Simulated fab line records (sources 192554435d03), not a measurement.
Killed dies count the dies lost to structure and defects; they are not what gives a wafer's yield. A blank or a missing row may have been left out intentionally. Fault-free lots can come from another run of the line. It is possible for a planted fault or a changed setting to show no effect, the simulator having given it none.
Chamber matching ; flow n5-finfet ; rie-diel-05 running N5_BEOL_M14_DESCUM_15: 4 sister chambers
The step chemistry O2, time 7.9 s. 8 wafers are shown with their chamber, then 7 later ones without.

== WAFERS, EACH WITH ITS CHAMBER ==
wafer;chamber;showerhead-plenum-p-Torr (Torr);throttle-valve-pct (%)
L078.6;0;2.09;20.23
L080.5;2;2.16;20.67
L085.4;0;2.08;20.24
L086.2;3;2.04;20.12
L086.4;1;2.03;20.30
L086.5;3;2.04;20.13
L088.2;1;2.02;20.29
L088.3;2;2.15;20.33

== WAFERS MISSING THEIR CHAMBER ==
wafer;showerhead-plenum-p-Torr (Torr);throttle-valve-pct (%)
L088.6;2.08;20.28
L092.1;2.15;20.33
L092.2;2.03;20.13
L092.4;2.08;20.29
L095.2;2.15;20.34
L095.5;2.15;20.33
L095.6;2.03;20.15

== WHICH CHAMBER EACH WENT THROUGH ==
wafer;from the rows above;in truth
L088.6;0;0
L092.1;2;2
L092.2;can't be placed: 1 or 3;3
L092.4;0;0
L095.2;2;2
L095.5;2;2
L095.6;can't be placed: 1 or 3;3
Correct placement for 5 of the 7. Unplaceable from these rows: 2, with the true chamber sitting among the candidates in 2. 0 placed wrongly.
How it was worked out, from the rows above alone: a wafer's distance from a chamber is the root of the sum, over the readings, of the square of ((its reading less the chamber's mean) divided by the reading's scatter). If the next closest chamber is less than 2 further off than the closest, the wafer can't be placed; otherwise it belongs to the closest. For every chamber, the mean is computed from those of its wafers that are shown. The scatter: the root of (the sum of the squares of (reading less its chamber's mean) over the shown wafers, divided by (wafers less chambers)).
